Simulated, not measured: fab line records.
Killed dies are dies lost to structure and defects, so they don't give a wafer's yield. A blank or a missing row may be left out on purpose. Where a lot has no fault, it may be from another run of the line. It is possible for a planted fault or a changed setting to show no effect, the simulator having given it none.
fab line records	flow n5_finfet	part 1 of 2: steps 1 to 3 of 6
[record] lots = 24	wafers = 72	last_day = 17
route steps=1938 shown WELL_APT@46 FIN_SAQP@125 FIN_CUT@164 STI_FIN_REVEAL@187
lots with no fault: from the same line, run without faults
start_h: hours from the record's first day to the start of the lot's first wafer shown	wait_h: hours from the lot's prior step to this one	" repeats the value in the row above	L1.1+2: a single row standing in for several wafers	- no value present, or no start provided	* or withheld: withheld	< > ~ a bound
route shown NAME@n: a module of which the file shows steps, and the number in the route of the first	usual: mean/standard deviation taken from wafers without a fault	same: alike in all rows	chamber/n: place in a boat	sites: per-site readings	_std_site: the values' standard deviation	_edge_site: mean of outer sites minus mean of inner sites	radius_mm: for every site, how far away it sits from the centre of the wafer	mask NAME#n: copy n	behind: the last tool/chamber to shape the wafer	hold: cause of the lot's hold/its duration in hours/its outcome	device: which transistor (n, p or np) failed to switch	end of line: tests run on the same wafers once the route is complete	a step given without rows: its recipe and nothing more	killed: not the wafer's yield, but the dies lost to structure and defects at the first sort	map: the dies of a wafer, with x for killed, . for not killed, _ for no die there
set.NAME: the setting the step ran with; set.NAME@STEP: the setting that earlier step ran with	model.NAME: the simulator's own value behind a step, which no gauge read
steps of the route over a sample of lots; a table a step, a row a wafer
services: from which hour (start_h, from the record's first day; less than 0 if before it) a tool's chamber was out of use, for how many hours, and why
[[steps]]
[step N5_WELL_APT_DESCUM_30]
[recipe] chemistry = O2	time_s = 7.9	source_power_w = 50	bias_power_w = 20	pressure_mtorr = 20	rf_frequency_hz = 2.712e+07	temp_c = 40	o2_flow_sccm = 225
[usual] chamber_pressure_mTorr = 19.999/0.016	drypump_motor_current_A = 5.7/0.6	oes_product_au = 0.75/0.071	rf_vpp_V = 243.1/1.4	showerhead_plenum_p_Torr = 2.09/0.079	throttle_valve_pct = 20.53/0.27
lot.wafer	tool	chamber	start_h	wait_h	chamber_pressure_mTorr	drypump_motor_current_A	oes_product_au	rf_hours_counter_h	rf_vpp_V	showerhead_plenum_p_Torr	throttle_valve_pct
L074.2	rie_diel-06	3	15.70	0.0	20.011	5.8	0.90	36	242.5	2.13	20.31
L074.3	"	1	"	"	19.957	4.8	0.75	152	241.6	2.06	20.30
L074.5	"	0	"	"	20.024	6.2	0.73	-	242.5	2.06	20.69
L075.1	rie_diel-06	3	21.46	0.0	19.969	5.8	0.89	38	242.8	2.13	20.31
L075.3	"	0	"	"	19.997	6.2	0.73	189	243.0	2.06	20.70
L075.5	"	0	"	"	20.017	6.2	0.73	-	243.0	2.06	20.69
L076.1	rie_diel-04	1	27.07	0.0	19.984	5.9	0.73	181	244.0	2.19	21.15
L076.3	"	2	"	"	19.991	5.7	0.70	201	244.0	2.06	20.47
L076.5	"	1	"	"	19.971	5.9	0.74	-	243.8	2.19	21.14
L077.1	rie_diel-05	0	32.91	0.0	19.979	4.8	0.70	185	242.2	2.01	20.69
L077.3	"	2	"	"	20.003	5.3	0.68	249	244.8	2.15	20.33
L077.6	"	0	"	"	19.981	4.8	0.70	-	241.8	2.01	20.68
L078.1	rie_diel-05	0	39.44	0.1	19.979	4.8	0.70	188	242.0	2.01	20.70
L078.3	"	1	"	"	20.005	5.3	0.70	199	242.6	1.97	20.66
L078.6	"	3	"	"	20.012	6.3	0.73	-	243.8	2.15	20.49
L079.1	rie_diel-05	1	44.90	0.0	20.023	5.3	0.71	202	241.3	1.97	20.65
L079.3	"	0	"	"	19.987	4.8	0.70	191	242.3	2.01	20.69
L079.6	"	0	"	"	19.968	4.8	0.71	-	241.7	2.01	20.69
L080.1	rie_diel-04	1	51.10	0.2	20.014	5.9	0.74	189	244.6	2.19	21.15
L080.3	"	2	"	"	19.983	5.7	0.70	211	243.4	2.05	20.48
L080.5	"	0	"	"	20.039	6.7	0.76	-	244.6	2.16	20.18
L081.2	rie_diel-04	3	57.26	0.0	20.015	6.2	0.82	81	240.4	2.02	20.57
L081.3	"	1	"	"	20.006	5.9	0.73	192	243.1	2.19	21.15
L081.5	"	3	"	"	20.006	6.2	0.83	-	241.2	2.02	20.59
L082.1	rie_diel-06	1	63.22	0.0	19.995	4.8	0.73	170	244.1	2.06	20.34
L082.2	"	2	"	"	19.978	5.1	0.84	47	244.5	2.24	20.21
L082.3	"	0	"	"	19.982	6.2	0.72	203	243.1	2.06	20.72
L083.2	rie_diel-06	1	69.91	0.0	19.990	4.8	0.73	172	243.3	2.06	20.34
L083.4	"	0	"	"	20.040	6.2	0.72	206	243.1	2.06	20.74
L083.5	"	3	"	"	19.995	5.9	0.87	-	243.2	2.13	20.34
L084.2	rie_diel-05	1	74.99	0.1	19.978	5.3	0.69	214	241.4	1.97	20.67
L084.3	"	2	"	"	20.021	5.3	0.96	9	244.0	2.14	20.08
L084.5	"	1	"	"	20.020	5.3	0.70	-	240.7	1.97	20.68
L085.3	rie_diel-05	2	81.29	0.1	19.978	5.3	0.95	11	244.0	2.14	20.07
L085.4	"	1	"	"	19.985	5.3	0.69	217	242.0	1.97	20.67
L085.6	"	0	"	"	19.995	4.8	0.69	-	241.3	2.00	20.70
L086.1	rie_diel-06	0	87.19	0.0	19.972	6.2	0.71	211	243.2	2.05	20.74
L086.3	"	2	"	"	19.998	5.1	0.83	54	245.6	2.24	20.22
L086.4	"	1	"	"	20.002	4.8	0.72	178	241.9	2.05	20.35
L087.1	rie_diel-04	0	93.04	0.0	20.003	6.7	0.75	154	244.0	2.16	20.23
L087.3	"	2	"	"	19.997	5.7	0.69	226	241.1	2.05	20.50
L087.6	"	1	"	"	20.007	5.9	0.71	-	245.8	2.18	21.17
L088.1	rie_diel-05	2	99.53	0.4	19.995	5.3	0.93	17	243.7	2.14	20.07
L088.3	"	3	"	"	20.013	6.3	0.71	238	245.1	2.14	20.52
L088.5	"	2	"	"	19.986	5.3	0.93	-	244.6	2.14	20.07
L089.4	rie_diel-05	0	105.54	0.4	20.015	4.8	0.68	214	242.9	2.00	20.73
L089.5	"	1	"	"	19.985	5.3	0.69	-	242.1	1.96	20.68
L089.6	"	2	"	"	20.010	5.3	0.92	-	242.6	2.14	20.08
L090.1	rie_diel-04	3	111.17	0.0	19.994	6.2	0.79	98	241.7	2.02	20.62
L090.2	"	2	"	"	20.020	5.6	0.68	231	242.9	2.05	20.50
L090.5	"	3	"	"	19.967	6.2	0.79	-	242.3	2.02	20.61
L091.2	rie_diel-05	3	117.16	0.0	20.002	6.3	0.70	245	244.7	2.14	20.53
L091.3	"	1	"	"	20.005	5.3	0.68	229	241.3	1.96	20.69
L091.4	"	0	"	"	19.988	4.8	0.69	218	241.3	2.00	20.74
L092.2	rie_diel-06	3	123.17	0.0	20.011	5.9	0.84	73	243.4	2.12	20.38
L092.5	"	1	"	"	19.987	4.8	0.71	-	241.9	2.05	20.36
L092.6	"	0	"	"	20.002	6.2	0.70	-	243.4	2.05	20.76
L093.2	rie_diel-04	2	128.89	0.0	19.993	5.7	0.68	239	242.1	2.04	20.52
L093.4	"	3	"	"	19.984	6.2	0.79	104	240.5	2.02	20.61
L093.5	"	2	"	"	20.008	5.7	0.67	-	241.6	2.04	20.52
L094.1	rie_diel-06	0	134.91	0.0	19.983	6.2	0.71	229	242.7	2.05	20.77
L094.4	"	2	"	"	20.031	5.1	0.81	-	245.1	2.23	20.25
L094.6	"	3	"	"	20.013	5.8	0.83	-	244.6	2.12	20.39
L095.1	rie_diel-06	2	141.15	0.0	19.991	5.1	0.81	74	243.1	2.23	20.27
L095.3	"	0	"	"	19.988	6.2	0.70	231	242.4	2.05	20.79
L095.4	"	3	"	"	19.991	5.9	0.83	81	242.5	2.12	20.38
L096.1	rie_diel-04	3	147.69	0.0	19.994	6.2	0.79	111	240.9	2.01	20.61
L096.3	"	0	"	"	19.996	6.7	0.74	171	244.1	2.15	20.25
L096.4	"	1	"	"	20.001	5.9	0.70	224	243.9	2.17	21.22
L097.2	rie_diel-06	1	152.83	0.0	19.998	4.8	0.71	197	243.3	2.05	20.38
L097.5	"	1	"	"	20.024	4.8	0.71	-	242.2	2.05	20.37
L097.6	"	2	"	"	19.989	5.1	0.82	-	244.6	2.23	20.27
[step N5_FIN_SAQP_SPACER1_ALD_24]
[recipe] material = SiO2	target_thk_a = 203	temp_c = 300	ald_precursor_family = BDEAS	ald_co_reactant = O2-plasma	pulse_time_s = 1	purge_time_s = 2	co_reactant_purge_time_s = 2	ald_cycles = 218	pressure_torr = 2
[usual] heater_power_w = 465/70	precursor_pulse_height_rel = 1.000/0.021
lot.wafer	tool	chamber	start_h	wait_h	heater_power_w	precursor_pulse_height_rel
L074.2	ald_sin-03	0	24.01	0.3	435	1.005
L074.3	"	1	"	"	424	0.983
L074.5	"	0	"	"	427	0.991
L075.1	ald_sin-03	3	29.17	0.3	429	1.022
L075.3	"	0	"	"	439	1.012
L075.5	"	2	"	"	473	1.024
L076.1	ald_sin-04	2	36.19	0.9	468	0.992
L076.3	"	1	"	"	415	1.021
L076.5	"	0	"	"	404	1.009
L077.1	ald_sin-02	3	41.58	0.3	469	0.993
L077.3	"	0	"	"	535	1.031
L077.6	"	0	"	"	535	1.011
L078.1	ald_sin-03	0	47.05	0.3	443	0.980
L078.3	"	2	"	"	467	1.014
L078.6	"	0	"	"	433	0.965
L079.1	ald_sin-04	3	52.49	0.3	391	1.006
L079.3	"	1	"	"	415	1.027
L079.6	"	1	"	"	403	1.007
L080.1	ald_sin-04	3	59.15	0.6	391	0.992
L080.3	"	2	"	"	462	0.983
L080.5	"	0	"	"	405	1.003
L081.2	ald_sin-02	1	65.18	0.7	622	0.989
L081.3	"	3	"	"	467	1.030
L081.5	"	2	"	"	439	0.997
L082.1	ald_sin-04	0	73.18	0.3	395	1.011
L082.2	"	1	"	"	400	0.985
L082.3	"	3	"	"	398	1.039
L083.2	ald_sin-03	0	77.73	0.3	439	0.987
L083.4	"	2	"	"	471	1.001
L083.5	"	3	"	"	428	1.021
L084.2	ald_sin-03	0	83.06	0.3	430	1.022
L084.3	"	3	"	"	432	1.016
L084.5	"	1	"	"	418	1.007
L085.3	ald_sin-02	0	91.01	0.6	537	0.998
L085.4	"	2	"	"	456	1.001
L085.6	"	3	"	"	469	1.009
L086.1	ald_sin-02	1	95.69	0.5	635	0.973
L086.3	"	2	"	"	427	1.018
L086.4	"	0	"	"	536	1.016
L087.1	ald_sin-03	3	100.69	0.3	433	1.005
L087.3	"	0	"	"	432	0.969
L087.6	"	1	"	"	429	1.000
L088.1	ald_sin-02	1	107.55	0.3	642	0.981
L088.3	"	2	"	"	439	0.991
L088.5	"	0	"	"	532	0.996
L089.4	ald_sin-03	1	113.80	0.4	431	1.025
L089.5	"	3	"	"	425	0.990
L089.6	"	0	"	"	432	1.013
L090.1	ald_sin-04	1	119.11	0.3	406	1.001
L090.2	"	2	"	"	462	1.038
L090.5	"	2	"	"	470	0.975
L091.2	ald_sin-02	0	125.08	0.3	532	1.004
L091.3	"	2	"	"	435	0.979
L091.4	"	2	"	"	452	1.004
L092.2	ald_sin-04	1	131.51	0.6	409	0.987
L092.5	"	0	"	"	394	0.999
L092.6	"	3	"	"	403	1.015
L093.2	ald_sin-02	2	137.12	0.5	436	0.974
L093.4	"	2	"	"	438	1.042
L093.5	"	0	"	"	539	0.983
L094.1	ald_sin-02	0	143.89	0.3	527	0.968
L094.4	"	0	"	"	525	1.026
L094.6	"	2	"	"	442	1.010
L095.1	ald_sin-04	1	149.16	0.3	416	1.003
L095.3	"	3	"	"	391	1.034
L095.4	"	2	"	"	455	1.011
L096.1	ald_sin-03	2	156.18	0.6	474	0.992
L096.3	"	1	"	"	427	0.993
L096.4	"	3	"	"	417	1.002
L097.2	ald_sin-02	2	162.12	0.3	438	0.987
L097.5	"	2	"	"	439	1.004
L097.6	"	3	"	"	463	0.992
[step N5_FIN_SAQP_ETCH_65]
[recipe] chemistry = CF4	target = SiO2	target_depth_a = 40	ion_energy_ev = 350	time_s = 4.4	pressure_mtorr = 10	icp_w = 800	bias_w = 400	cf4_flow_sccm = 80
[usual] chamber_pressure_mTorr = 10.001/0.0084	drypump_motor_current_A = 5.5/0.38	oes_product_au = 1.015/0.023	throttle_valve_pct = 21.76/0.25
lot.wafer	tool	chamber	start_h	wait_h	chamber_pressure_mTorr	drypump_motor_current_A	oes_product_au	rf_hours_counter_h	throttle_valve_pct
L074.2	rie_si-05	1	25.13	0.1	10.005	5.6	1.009	81	22.00
L074.3	"	2	"	"	10.006	5.6	0.996	145	21.24
L074.5	"	1	"	"	10.014	5.5	1.001	-	22.01
L075.1	rie_si-06	1	30.26	0.1	10.007	5.8	1.046	3	21.69
L075.3	"	3	"	"	9.994	4.8	1.040	5	21.77
L075.5	"	2	"	"	9.993	5.5	1.002	-	21.47
L076.1	rie_si-05	2	37.26	0.1	9.995	5.6	1.011	145	21.25
L076.3	"	0	"	"	9.997	5.9	1.044	88	21.97
L076.5	"	0	"	"	9.995	5.9	1.041	-	21.98
L077.1	rie_si-06	2	42.66	0.1	9.991	5.5	1.006	113	21.47
L077.3	"	1	"	"	10.001	5.8	1.032	3	21.67
L077.6	"	0	"	"	10.018	6.0	1.013	-	21.91
L078.1	rie_si-06	2	48.21	0.1	9.989	5.5	0.996	113	21.47
L078.3	"	0	"	"	9.988	6.0	1.008	18	21.91
L078.6	"	2	"	"	10.011	5.5	1.012	-	21.48
L079.1	rie_si-06	0	53.56	0.1	9.995	6.0	1.017	18	21.93
L079.3	"	1	"	"	10.010	5.8	1.037	3	21.69
L079.6	"	1	"	"	9.992	5.8	1.037	-	21.68
L080.1	rie_si-06	1	60.22	0.1	9.997	5.8	1.042	3	21.68
L080.3	"	3	"	"	9.989	4.8	1.035	6	21.76
L080.5	"	3	"	"	9.997	4.9	1.048	-	21.77
L081.2	rie_si-06	1	66.52	0.1	10.017	5.8	1.038	3	21.68
L081.3	"	0	"	"	10.001	6.0	1.022	18	21.91
L081.5	"	1	"	"	9.988	5.8	1.038	-	21.67
L082.1	rie_si-06	2	74.25	0.1	9.994	5.5	1.002	114	21.47
L082.2	"	1	"	"	9.999	5.8	1.026	3	21.68
L082.3	"	3	"	"	10.010	4.9	1.043	6	21.78
L083.2	rie_si-05	2	79.08	0.1	10.018	5.6	1.000	146	21.22
L083.4	"	1	"	"	10.000	5.5	1.003	82	22.00
L083.5	"	3	"	"	10.012	5.3	0.973	-	21.73
L084.2	rie_si-03	1	84.14	0.1	9.997	6.0	0.991	114	21.70
L084.3	"	2	"	"	9.996	5.8	1.028	19	21.60
L084.5	"	0	"	"	10.005	5.3	0.978	-	22.38
L085.3	rie_si-03	3	92.08	0.1	10.008	5.2	0.989	58	21.77
L085.4	"	2	"	"	9.999	5.8	1.031	19	21.63
L085.6	"	2	"	"	9.990	5.8	1.026	-	21.60
L086.1	rie_si-06	0	96.76	0.1	10.003	6.0	1.027	19	21.90
L086.3	"	3	"	"	9.998	4.9	1.046	6	21.77
L086.4	"	2	"	"	10.007	5.5	0.998	114	21.45
L087.1	rie_si-06	3	101.76	0.1	9.996	4.9	1.042	6	21.78
L087.3	"	1	"	"	10.006	5.8	1.033	4	21.68
L087.6	"	3	"	"	10.004	4.8	1.046	-	21.79
L088.1	rie_si-06	2	108.62	0.1	10.006	5.5	0.997	115	21.46
L088.3	"	1	"	"	9.978	5.8	1.035	4	21.70
L088.5	"	3	"	"	10.012	4.9	1.045	-	21.77
L089.4	rie_si-05	2	115.04	0.1	10.011	5.6	0.999	146	21.23
L089.5	"	2	"	"	10.005	5.6	1.007	-	21.23
L089.6	"	1	"	"	9.981	5.5	0.998	-	22.00
L090.1	rie_si-06	0	120.18	0.1	10.011	6.0	1.011	19	21.92
L090.2	"	3	"	"	10.005	4.9	1.046	7	21.77
L090.5	"	1	"	"	10.002	5.8	1.030	-	21.69
L091.2	rie_si-03	3	126.19	0.1	10.001	5.3	0.996	59	21.79
L091.3	"	2	"	"	10.015	5.7	1.023	19	21.61
L091.4	"	1	"	"	10.004	6.0	0.993	115	21.71
L092.2	rie_si-03	1	132.66	0.1	9.992	6.0	0.998	115	21.71
L092.5	"	1	"	"	9.988	6.0	0.995	-	21.71
L092.6	"	0	"	"	10.006	5.3	0.973	-	22.39
L093.2	rie_si-03	0	138.21	0.1	10.010	5.3	0.983	188	22.37
L093.4	"	1	"	"	9.985	6.0	0.992	116	21.70
L093.5	"	3	"	"	10.002	5.3	0.981	-	21.77
L094.1	rie_si-05	3	145.04	0.1	10.016	5.3	0.987	108	21.72
L094.4	"	0	"	"	9.988	6.0	1.062	90	21.98
L094.6	"	0	"	"	9.991	6.0	1.051	-	21.98
L095.1	rie_si-03	0	150.23	0.1	9.999	5.3	0.997	189	22.39
L095.3	"	1	"	"	10.000	6.0	0.998	116	21.72
L095.4	"	3	"	"	9.992	5.2	0.975	59	21.75
L096.1	rie_si-06	2	157.32	0.1	9.998	5.5	1.006	115	21.47
L096.3	"	0	"	"	9.999	6.0	1.018	20	21.92
L096.4	"	1	"	"	9.997	5.8	1.045	5	21.70
L097.2	rie_si-06	1	163.28	0.1	9.997	5.8	1.037	5	21.69
L097.5	"	0	"	"	10.018	6.0	1.020	-	21.91
L097.6	"	2	"	"	10.005	5.5	1.003	-	21.46
